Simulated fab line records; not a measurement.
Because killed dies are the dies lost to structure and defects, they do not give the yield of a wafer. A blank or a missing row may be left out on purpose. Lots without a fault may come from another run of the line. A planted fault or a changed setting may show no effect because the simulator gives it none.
A struck lot beside a sound one ; flow n5-finfet ; 17 steps out of a route of 1938
Sound: the wafers L872.2, L872.4, L872.5. Wafers L883.1, L883.4, L883.6 were the ones struck. Last of all comes the cause.
For every step that has rows: the tool of each side, followed by ch and its chambers, followed by its first start. Under that, the readings that differ: sound wafers ; struck wafers ; difference of the means ; sigmas: that difference in standard deviations of wafers without a fault.
alike: words and numbers the same on both sides, and readings whose means are apart by under 2 such deviations; not compared: readings that were withheld, readings missing a value for some wafer, numbers with overlapping values and no deviation given by the record, and bounds like >300 which may hide the same value.
The two part at a step that has a row with sigmas, a row that says differs or no value, or rows on one side only. Numbers that have no deviation but don't overlap get no sigmas and don't part them. A reading that every wafer of one side lacks parts them only if that side has two wafers or more.

first, 2 steps without rows for these wafers: N5_BEOL_M1_PEB_09 (peb time 60 s); N5_BEOL_M1_DEVELOP_10 (develop time 30 s).
N5_BEOL_M1_CD_MEAS_11: the cd target is 17.05 nm.
  sound on cd-sem-03 ch 0, day 6 22:55; struck on cd-sem-03 ch 0, day 9 13:44
  alike: cd-nm
N5_BEOL_M1_OVL_MEAS_12:
  sound on overlay-02 ch 0, day 6 22:57; struck on overlay-02 ch 0, day 9 13:46
  alike: M1_OVL
N5_BEOL_M1_INSPECT_13: inspects for defects (brightfield).
  sound: defect-inspect-02 at day 6 23:00; struck: defect-inspect-02 at day 9 13:49
  alike: raw-defect-count
then, 1 step without rows for these wafers: N5_BEOL_M1_DESCUM_16 (chemistry O2, time 7 s).
N5_BEOL_M1_ETCH_74: etches underlayer in N2/H2, target depth 6.5 nm, time 5.2 s.
  sound on rie-diel-04 ch 0,2,3, day 6 23:04; struck on rie-diel-02 ch 0,3, day 9 14:29
  alike: drypump-motor-current-A, etch-rf-on-time-s, oes-product-au, rf-vpp-V, showerhead-plenum-p-Torr, throttle-valve-pct
  not compared: rf-hours-counter-h
N5_BEOL_M1_ETCH_63: etches SiARC in CF4, target depth 15.6 nm, time 26 s.
  sound on rie-diel-04 ch 0,2,3, day 6 23:05; struck on rie-diel-02 ch 0,3, day 9 14:30
  alike: drypump-motor-current-A, etch-rf-on-time-s, oes-product-au, rf-vpp-V, showerhead-plenum-p-Torr, throttle-valve-pct
  not compared: rf-hours-counter-h
N5_BEOL_M1_ETCH_64: etches SOC in N2/H2, target depth 75 nm, overetch 15 nm, time 112.5 s.
  sound on rie-diel-04 ch 0,2,3, day 6 23:07; struck on rie-diel-02 ch 0,3, day 9 14:32
  alike: drypump-motor-current-A, oes-product-au, rf-vpp-V, showerhead-plenum-p-Torr, throttle-valve-pct
  not compared: rf-hours-counter-h
then, 2 steps without rows for these wafers: N5_BEOL_M1_STRIP_65 (strips in N2/H2); N5_BEOL_M1_STRIP_75 (strips in N2/H2).
N5_BEOL_M1_STRIP_66: strips in CF4.
  sound on rie-diel-04 ch 0,2,3, day 6 23:14; struck on rie-diel-02 ch 0,3, day 9 14:40
  alike: drypump-motor-current-A, oes-product-au, rf-vpp-V, showerhead-plenum-p-Torr, throttle-valve-pct
  not compared: rf-hours-counter-h
N5_BEOL_M1_HM_OPEN_17: chemistry Cl2/BCl3, target TiN, target depth 20 nm, overetch 6 nm.
  sound on rie-metal-02 ch 0,1, day 6 23:17; struck on rie-metal-01 ch 0,1, day 9 14:42
  no value came back on the struck wafers for any of 5 readings (bcl3-flow-sccm (sccm), bias-w (W) and others); on the sound wafers bcl3-flow-sccm (sccm) reads 21.66 21.70 21.80
reading;sound;struck;difference;sigmas
model.SOC_of_BEOL_M1_COAT_61.thk-nm (nm);52.4 52.2 52.4;59.8 59.8 59.8;+7.5;
  not compared: rf-hours-counter-h
N5_BEOL_M1_STRIP_19: strips in O2.
  sound on rie-diel-04 ch 0,3, day 6 23:23; struck on rie-diel-04 ch 0,2,3, day 9 14:56
  alike: drypump-motor-current-A, oes-product-au, rf-vpp-V, showerhead-plenum-p-Torr, throttle-valve-pct
  not compared: rf-hours-counter-h
N5_BEOL_M1_CD_MEAS_18: pitch 36 nm, target cd 18 nm.
  sound: cd-sem-03 at day 6 23:29; struck: cd-sem-01 at day 9 15:01
reading;sound;struck;difference;sigmas
cd-nm (nm);18.4 17.5 18.3;- - -;no value on the struck wafers;
then, 1 step without rows for these wafers: N5_BEOL_M1_COAT_67 (time 60 s, resist thk 60 nm).
N5_BEOL_M4_RC_MEAS_101:
  the record has rows for the sound wafers here (prober-02 ch 0, day 9 02:17) and none for the struck ones

## WHERE THEY PART
First at N5_BEOL_M1_HM_OPEN_17; last, within this record, at N5_BEOL_M4_RC_MEAS_101.

WHY: what had been put in by the simulator
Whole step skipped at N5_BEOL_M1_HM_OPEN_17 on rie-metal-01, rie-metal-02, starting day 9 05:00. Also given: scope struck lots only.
